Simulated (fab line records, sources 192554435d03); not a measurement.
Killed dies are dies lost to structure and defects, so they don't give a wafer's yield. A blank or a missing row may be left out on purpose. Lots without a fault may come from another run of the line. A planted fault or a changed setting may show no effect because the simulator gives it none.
fab line records | flow n5_finfet
record lots=10 wafers=28 last_day=16
route steps=1938 shown MOL_CONTACT_COAG@548 BEOL_M4@1111 PASSIVATION@1936
lots that met no fault: from a run of the same line without faults
start_h: hours from the record's first day to the start of the lot's first wafer shown | wait_h: hours since the lot's step before | " the same as in the row above | L1.1+2: a row that stands for several wafers | - no value, or no start given | * or withheld: withheld | < > ~ a bound
route shown NAME@n: a module of which the file shows steps, and the number in the route of the first | usual: mean/standard deviation of fault-free wafers | same: alike in all rows | chamber/n: place in a boat | sites: the reading at each site | _std_site: their standard deviation | _edge_site: outer sites' mean less inner sites' | radius_mm: how far each site lies from the wafer's centre | mask NAME#n: copy n | behind: the tool/chamber that last shaped the wafer | hold: why the lot was held/for how many hours/how that ended | device: the transistor (n, p or np) that didn't switch | end of line: the same wafers' tests at the end of the route | a step without rows: its recipe alone | killed: dies lost to structure and defects at the first sort, not the wafer's yield | map: a wafer's dies, x killed, . not, _ none there
set.NAME: the setting as run; set.NAME@STEP: as run at that earlier step | model.NAME: the simulator's own value behind a step, which no gauge read
steps of the route over a sample of lots; a table a step, a row a wafer
services: from which hour (start_h, from the record's first day; less than 0 if before it) a tool's chamber was out of use, for how many hours, and why
## steps
# step N5_MOL_CONTACT_COAG_CO_FILL_22
# recipe material=Co target_thk_a=200 temp_c=200 precursor=CCTBA/H2 pressure_torr=30
# usual heater_power_w=245/35
# columns lot.wafer tool chamber start_h wait_h heater_power_w
L847.2 cvd_co-01 0 110.88 0.1 249
L847.4 " 0 " " 248
L847.5 " 1 " " 256
L848.3 cvd_co-01 0 117.33 0.4 254
L848.4 " 2 " " 199
L848.5 " 0 " " 251
L850.1 cvd_co-01 0 133.63 0.1 258
L850.2 " 2 " " 208
L850.5 " 2 " " 204
L853.2 cvd_co-01 1 145.60 0.1 251
L853.3 " 0 " " 255
L853.6 " 0 " " 248
L854.2 cvd_co-02 1 152.49 0.1 317
L854.3 " 2 " " 220
L854.6 " 1 " " 321
L855.1 cvd_co-02 0 159.39 0.1 254
L855.4 " 1 " " 316
L855.5 " 0 " " 253
L859.1 cvd_co-01 2 184.59 0.1 199
L859.2 " 0 " " 247
L859.4 " 1 " " 255
L863.4 cvd_co-02 2 207.45 0.4 225
L863.6 " 0 " " 244
L864.1 cvd_co-01 1 211.96 0.1 245
L864.6 " 0 " " 256
L866.1 cvd_co-02 0 226.28 0.1 252
L866.2 " 2 " " 224
L866.6 " 1 " " 316
# step N5_MOL_CONTACT_COAG_CMP_28
# recipe stop_on=SiNx t_overpolish_s=0.85 post_cmp_clean=alkaline_brush down_force_psi=4.15 platen_rpm=51.8 pad_velocity_m_s=1.0307 target_thk_nm=14.522
# usual motor_current_A=12.6/0.83 platen_rpm=51.80/0.039 slurry_flow_ml_min=149.9/0.47 time_to_endpoint_s=4.7/2.1
# columns lot.wafer tool chamber start_h wait_h motor_current_A platen_rpm slurry_flow_ml_min time_to_endpoint_s
L847.2 cmp-02 0 115.09 0.8 13.2 51.83 149.8 3.4
L847.4 " 1 " " 12.2 51.83 150.7 2.4
L847.5 " 0 " " 13.0 51.88 148.9 2.5
L848.3 cmp-03 1 121.65 0.8 12.1 51.71 149.9 3.9
L848.4 " 3 " " 12.9 51.82 150.0 1.0
L848.5 " 0 " " 12.9 51.84 150.3 4.0
L850.1 cmp-03 1 139.26 0.8 12.0 51.81 149.5 5.6
L850.2 " 0 " " 12.1 51.86 149.4 4.6
L850.5 " 2 " " 12.7 51.70 150.0 5.4
L853.3 cmp-03 1 150.43 0.8 12.9 51.85 149.4 1.7
L853.2 " 2 " " 12.3 51.84 150.5 2.2
L853.6 " 0 " " 12.4 51.78 149.9 3.1
L854.2 cmp-02 0 157.41 0.8 13.9 51.80 149.1 6.6
L854.3 " 1 " " 13.0 51.80 150.2 6.8
L854.6 " 0 " " 13.7 51.75 149.5 6.8
L855.1 cmp-03 0 165.97 0.8 12.1 51.70 150.0 4.0
L855.4 " 1 " " 12.8 51.80 150.4 4.8
L855.5 " 1 " " 13.1 51.85 150.1 4.6
L859.2 cmp-04 2 191.85 0.8 13.0 51.83 150.4 3.0
L859.1 " 3 " " 13.4 51.77 149.3 4.9
L859.4 " 1 " " 12.4 51.83 150.2 5.9
L863.4 cmp-04 1 211.46 0.9 12.7 51.76 149.6 7.2
L863.6 " 3 " " 13.3 51.83 150.0 7.5
L864.1 cmp-02 1 216.50 0.9 12.0 51.73 149.9 5.5
L864.6 " 2 " " 11.4 51.82 149.7 8.5
L866.2 cmp-03 2 231.44 1.2 12.2 51.83 150.1 3.0
L866.1 " 0 " " 12.0 51.81 149.4 2.6
L866.6 " 1 " " 12.1 51.80 149.8 3.5
# step N5_MOL_CONTACT_COAG_ALD_123
# recipe material=SiNx target_thk_a=50 temp_c=400 ald_precursor_family=SiH2I2 ald_co_reactant=N2/H2-plasma pulse_time_s=1 purge_time_s=2 co_reactant_purge_time_s=2 ald_cycles=100 pressure_torr=2
# usual ald_cycles=100/0 heater_power_w=830/71 precursor_pulse_height_rel=0.999/0.02
# same pulse_time_s=1 purge_time_s=2
# columns lot.wafer tool chamber start_h wait_h ald_cycles heater_power_w precursor_pulse_height_rel
L847.2 ald_sin-01 3 115.39 0.0 100 725 1.006
L847.4 " 2 " " 100 838 0.995
L847.5 " 3 " " 100 723 0.987
L848.3 ald_sin-04 0 121.95 0.0 100 785 1.012
L848.4 " 3 " " 100 854 0.975
L848.5 " 3 " " 100 870 0.985
L850.1 ald_sin-01 3 139.59 0.0 100 741 1.000
L850.2 " 1 " " 100 794 0.998
L850.5 " 0 " " 100 826 1.000
L853.2 ald_sin-01 2 150.81 0.1 100 850 0.994
L853.3 " 3 " " 100 723 0.990
L853.6 " 1 " " 100 804 0.990
L854.2 ald_sin-01 3 157.75 0.0 100 721 0.983
L854.3 " 0 " " 100 811 0.988
L854.6 " 2 " " 100 865 0.987
L855.1 ald_sin-01 3 166.89 0.6 100 748 1.003
L855.4 " 2 " " 100 868 1.017
L855.5 " 1 " " 100 816 1.013
L859.1 ald_sin-01 3 192.84 0.7 68 732 1.005
L859.2 " 0 " " 100 827 1.009
L859.4 " 2 " " 100 857 1.004
L863.4 ald_sin-01 2 211.68 0.0 100 864 0.968
L863.6 " 3 " " 68 739 0.975
L864.1 ald_sin-01 3 216.72 0.0 68 739 1.005
L864.6 " 3 " " 68 722 1.032
L866.1 ald_sin-03 1 231.74 0.0 100 866 1.002
L866.2 " 0 " " 100 789 1.010
L866.6 " 3 " " 100 1002 1.002
# step N5_MOL_CONTACT_COAG_INSPECT_57
# recipe mode=adi inspect_instrument=brightfield
# usual raw_defect_count=200/53
# columns lot.wafer tool chamber start_h wait_h raw_defect_count
L847.2 defect_inspect-01 - 116.44 0.0 263
L847.4 " - " " 200
L847.5 " - " " 235
L848.3 defect_inspect-02 - 122.90 0.0 154
L848.4 " - " " 250
L848.5 " - " " 230
L850.1 defect_inspect-01 - 140.52 0.1 144
L850.2 " - " " 182
L850.5 " - " " 152
L853.2 defect_inspect-01 - 151.87 0.0 160
L853.3 " - " " 169
L853.6 " - " " 230
L854.2 defect_inspect-01 - 158.68 0.0 189
L854.3 " - " " 226
L854.6 " - " " 188
L855.1 defect_inspect-02 - 167.82 0.1 336
L855.4 " - " " 252
L855.5 " - " " 194
L859.1 defect_inspect-01 - 193.89 0.1 88
L859.2 " - " " 200
L859.4 " - " " 239
L863.4 defect_inspect-01 - 212.64 0.0 149
L863.6 " - " " 186
L864.1 defect_inspect-01 - 217.65 0.1 148
L864.6 " - " " 211
L866.1 defect_inspect-01 - 232.79 0.1 151
L866.2 " - " " 183
L866.6 " - " " 182
# step N5_BEOL_M4_RC_MEAS_101
# usual DIBL_N=36.3/1.2 DIBL_P=36.1/1.6 IOFF_N=0.161/0.023 IOFF_P=0.209/0.027 ION_N=676/8.9 ION_P=462/5.3 SS_N=71.5/0.51 SS_P=73.2/0.5 VT_N=249.1/2.5 VT_P=-249.9/2.8
# columns lot.wafer tool chamber start_h wait_h DIBL_N[mV/V] DIBL_P[mV/V] IOFF_N[nA/um] IOFF_P[nA/um] ION_N[uA/um] ION_P[uA/um] SS_N[mV/dec] SS_P[mV/dec] VT_N[mV] VT_P[mV]
L847.2 prober-02 0 182.19 0.2 35.7 34.7 0.146 0.190 672 463 71.5 72.8 252.3 -249.1
L847.4 " 0 " " 34.9 33.4 0.125 0.172 666 457 70.9 72.9 252.6 -253.1
L847.5 " 0 " " 34.4 33.8 0.125 0.180 667 464 71.1 72.9 252.0 -251.7
L848.3 prober-02 0 185.41 0.3 35.5 34.7 0.126 0.169 658 450 70.6 72.4 250.9 -255.3
L848.4 " 0 " " 34.8 33.8 0.121 0.164 664 457 69.9 72.7 252.8 -255.6
L848.5 " 0 " " 36.0 35.1 0.137 0.182 672 459 70.4 72.3 252.8 -254.5
L850.1 prober-02 0 204.65 0.0 36.5 35.8 0.158 0.203 669 459 71.6 73.5 249.0 -249.5
L850.2 " 0 " " 37.4 37.8 0.188 0.239 675 459 71.5 73.4 248.5 -247.8
L850.5 " 0 " " 37.1 37.4 0.198 0.240 683 466 71.6 74.4 248.4 -247.9
L853.2 prober-01 0 212.82 0.3 33.8 34.7 0.146 0.179 678 463 72.2 72.4 247.6 -253.7
L853.3 " 0 " " 35.2 36.6 0.172 0.209 687 463 71.7 73.4 244.4 -249.4
L853.6 " 0 " " 34.6 35.9 0.155 0.190 675 458 71.3 72.8 248.9 -251.1
L854.2 prober-01 0 226.46 0.2 36.6 36.6 0.164 0.206 684 463 71.7 72.9 246.6 -249.0
L854.3 " 0 " " 36.6 37.1 0.165 0.209 687 465 71.4 73.7 249.3 -247.0
L854.6 " 0 " " 36.2 36.4 0.150 0.196 673 457 70.7 73.0 248.3 -250.7
L855.1 prober-02 0 228.15 0.0 36.7 38.7 0.170 0.229 685 459 72.1 74.3 249.1 -248.1
L855.4 " 0 " " 36.9 38.6 0.179 0.226 669 464 71.8 73.7 248.4 -250.7
L855.5 " 0 " " 37.4 39.4 0.188 0.234 687 466 71.5 73.6 246.8 -248.6
L859.1 prober-02 0 249.03 0.0 35.0 35.2 0.151 0.197 676 467 71.9 72.5 247.9 -250.9
L859.2 " 0 " " 35.7 35.9 0.160 0.204 672 462 71.9 73.4 250.1 -250.7
L859.4 " 0 " " 34.0 33.4 0.135 0.174 665 457 71.0 72.6 251.5 -253.3
L864.1 prober-02 0 278.72 0.0 36.8 37.2 0.177 0.220 679 460 72.2 73.3 249.4 -250.5
L864.6 " 0 " " 37.9 37.5 0.186 0.225 680 467 72.0 72.1 247.4 -249.5
L863.4 prober-01 0 279.07 0.5 35.7 34.4 0.149 0.200 675 460 71.5 72.8 249.9 -248.3
L863.6 " 0 " " 36.0 35.0 0.155 0.201 680 468 71.2 72.9 250.0 -248.5
L866.1 prober-01 0 294.29 0.0 35.6 36.5 0.161 0.215 666 461 71.9 73.0 249.0 -250.2
L866.2 " 0 " " 36.1 37.8 0.182 0.238 681 461 71.8 73.9 246.7 -247.1
L866.6 " 0 " " 36.0 37.2 0.166 0.222 677 462 72.7 73.7 248.1 -251.9
# step N5_PASSIVATION_PROBE_49
# usual defect_limited_yield=91.3/1.5 killed_at_M0_to_M3=35/10 killed_at_M4_up=13/5.3 killed_at_contacts=12/5.7 killed_at_front_end=39/11 killed_at_other=3.3/2.7 killed_dies=102/18 killed_open=67/13 killed_short=34/7.8 sort_bin_5_function=5.1/1 sort_bin_6_memory=3.3/0.68 sort_n_pass=1078/18 sort_yield_pct=91.3/1.5
# same gross_dies=1180 killed_at_back_side=0 sort_bin_4_leakage[%]=0 sort_bin_8_speed[%]=0
# columns lot.wafer tool chamber start_h wait_h defect_limited_yield[%] killed_at_M0_to_M3 killed_at_M4_up killed_at_contacts killed_at_front_end killed_at_other killed_dies killed_open killed_short sort_bin_5_function[%] sort_bin_6_memory[%] sort_n_pass sort_yield_pct[%]
L855.1 prober-02 - 328.08 0.0 89.5 45 9 12 58 0 124 85 38 6.2 4.1 1056 89.5
L855.4 prober-02 - 328.23 0.2 90.3 48 10 7 50 0 115 74 40 5.8 3.6 1065 90.3
L855.5 prober-02 - 328.28 0.2 92.3 32 10 6 42 1 91 53 38 4.8 2.8 1089 92.3
L864.1 prober-01 - 375.52 0.0 90.4 39 20 5 47 2 113 81 32 6.1 3.2 1067 90.4
L864.6 prober-01 - 375.77 0.3 91.9 31 18 7 37 2 95 60 35 4.5 3.4 1085 91.9
# killed by level:class
L855.1 STI_FIN_REVEAL:geometric_particle:open=26 BEOL_M0_SAQP:geometric_particle:open=13 BEOL_M0_SAQP:geometric_particle:short=12 BEOL_M3:geometric_particle:open=9 MOL_CONTACT_COAG:geometric_particle:open=8 FIN_SAQP:geometric_particle:open=7 FIN_SAQP:geometric_particle:short=7 BEOL_M4:geometric_particle:open=5
L855.4 STI_FIN_REVEAL:geometric_particle:open=16 BEOL_M3:geometric_particle:open=15 BEOL_M0_SAQP:geometric_particle:short=13 BEOL_M0_SAQP:geometric_particle:open=11 GATE_CUT:geometric_particle:short=8 FIN_SAQP:geometric_particle:open=7 FIN_SAQP:geometric_particle:short=7 MOL_CONTACT_COAG:geometric_particle:open=5
L855.5 BEOL_M0_SAQP:geometric_particle:short=14 STI_FIN_REVEAL:geometric_particle:open=9 FIN_SAQP:geometric_particle:short=8 FIN_SAQP:geometric_particle:open=5 STARTING-WAFER:geometric_particle:open=5 BEOL_M1:geometric_particle:open=5 BEOL_M3:geometric_particle:open=5 MOL_CONTACT_COAG:geometric_particle:open=4
L864.1 FIN_SAQP:geometric_particle:open=11 FIN_SAQP:geometric_particle:short=11 BEOL_M2:geometric_particle:open=9 STI_FIN_REVEAL:geometric_particle:open=8 BEOL_M0_SAQP:geometric_particle:open=8 BEOL_M4:geometric_particle:open=8 BEOL_M1:geometric_particle:open=7 BEOL_M0_SAQP:geometric_particle:short=7
L864.6 GATE_CUT:geometric_particle:short=7 MOL_CONTACT_COAG:geometric_particle:open=7 BEOL_M4:geometric_particle:open=7 BEOL_M2:geometric_particle:open=7 BEOL_M0_SAQP:geometric_particle:open=6 BEOL_M3:geometric_particle:open=6 FIN_SAQP:geometric_particle:short=5 FIN_SAQP:geometric_particle:open=4
## services
# columns tool chamber start_h hours kind
cmp-04 - 87.12 1.4 repair
ald_sin-03 - 112.71 2.8 pm
cvd_co-01 1 114.67 - clean
cvd_co-01 1 114.67 22.0 scheduled_down
cvd_co-01 1 114.67 22.0 vent_cycle
cmp-02 - 132.53 4.0 pm
cmp-02 - 136.53 - consumable_replace:conditioner
cmp-02 - 136.53 - consumable_replace:pad
cmp-03 - 142.93 1.2 repair
ald_sin-01 1 145.72 3.2 repair
cmp-04 - 149.07 6.8 pm
cmp-04 - 164.22 2.1 repair
cmp-03 - 164.27 0.9 repair
ald_sin-04 1 169.02 2.7 repair
cmp-04 - 174.93 1.3 repair
cmp-03 - 175.11 3.4 pm
cvd_co-01 2 178.45 2.3 repair
ald_sin-04 - 180.72 14.6 pm
cvd_co-02 0 183.03 9.2 repair
cvd_co-02 - 192.72 6.9 pm
cmp-03 - 195.42 1.8 repair
ald_sin-04 2 203.92 12.4 repair
cmp-04 - 209.28 0.9 repair
cmp-02 - 227.66 5.5 pm
## key
first_sign step=N5_MOL_CONTACT_COAG_ALD_123 reading=ald_cycles direction=down sigmas=99+ usual=* struck=*
effect none on later readings
met_at N5_MOL_CONTACT_COAG_ALD_123
struck_lots L859,L863,L864
struck_wafers L859.1,L863.6,L864.1,L864.6
not_acting_at N5_MOL_CONTACT_COAG_CO_FILL_22,N5_MOL_CONTACT_COAG_CMP_28,N5_MOL_CONTACT_COAG_INSPECT_57
onset_between 166.89 192.84
fault kind=process_parameter_drift tool=ald_sin-01 chamber=- onset_h=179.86 steps=N5_MOL_CONTACT_COAG_ALD_123 channel=ald_cycles offset=* shape=step end_h=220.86 scope=struck_wafers_only acts_in=* stated=*
